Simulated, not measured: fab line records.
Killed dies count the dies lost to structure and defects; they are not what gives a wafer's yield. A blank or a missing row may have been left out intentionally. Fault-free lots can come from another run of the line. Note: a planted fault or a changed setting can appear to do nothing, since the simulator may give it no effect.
Matching of chambers | flow n5Finfet | N5_HKMG_FIN_ETCH_58 on rieDiel-03 has 4 sister chambers
The step etches SOC in N2/H2, target depth 215.8 nm, time 741 s. 8 wafers are shown with their chamber, then 9 later ones without.

EACH WAFER AND ITS CHAMBER
wafer  | chamber | drypumpMotorCurrentA (A) | throttleValvePct (%)
L078.5 | 1       | 5.5                      | 18.23
L079.1 | 0       | 5.8                      | 18.07
L079.4 | 0       | 5.7                      | 18.08
L079.5 | 1       | 5.5                      | 18.24
L088.5 | 2       | 5.8                      | 17.68
L091.2 | 3       | 5.3                      | 17.77
L091.4 | 2       | 5.8                      | 17.70
L091.5 | 3       | 5.3                      | 17.77

WAFERS WITHOUT THEIR CHAMBER
wafer  | drypumpMotorCurrentA (A) | throttleValvePct (%)
L093.1 | 5.7                      | 18.12
L093.4 | 5.8                      | 17.72
L093.5 | 5.8                      | 17.71
L094.1 | 5.8                      | 17.72
L094.2 | 5.3                      | 17.78
L094.4 | 5.7                      | 18.14
L097.1 | 5.7                      | 18.15
L097.2 | 5.8                      | 17.75
L097.6 | 5.8                      | 17.73

THE CHAMBER EACH PASSED THROUGH
wafer  | from the rows above | in truth
L093.1 | 0                   | 0
L093.4 | 2                   | 2
L093.5 | 2                   | 2
L094.1 | 2                   | 2
L094.2 | 3                   | 3
L094.4 | 0                   | 0
L097.1 | 0                   | 0
L097.2 | 2                   | 2
L097.6 | 2                   | 2
9 of 9 placed correctly. Can't be placed from these rows: 0. 0 placed wrongly.
How it was worked out, from the rows above alone: a wafer's distance from a chamber is the root of the sum, over the readings, of the square of ((its reading less the chamber's mean) divided by the reading's scatter). If the next closest chamber is less than 2 further off than the closest, the wafer can't be placed; otherwise it belongs to the closest. The mean given for a chamber averages the wafers shown for that chamber. The scatter: take each reading less its chamber's mean, square it, sum over the shown wafers, divide by the number of wafers less the number of chambers, and take the root.
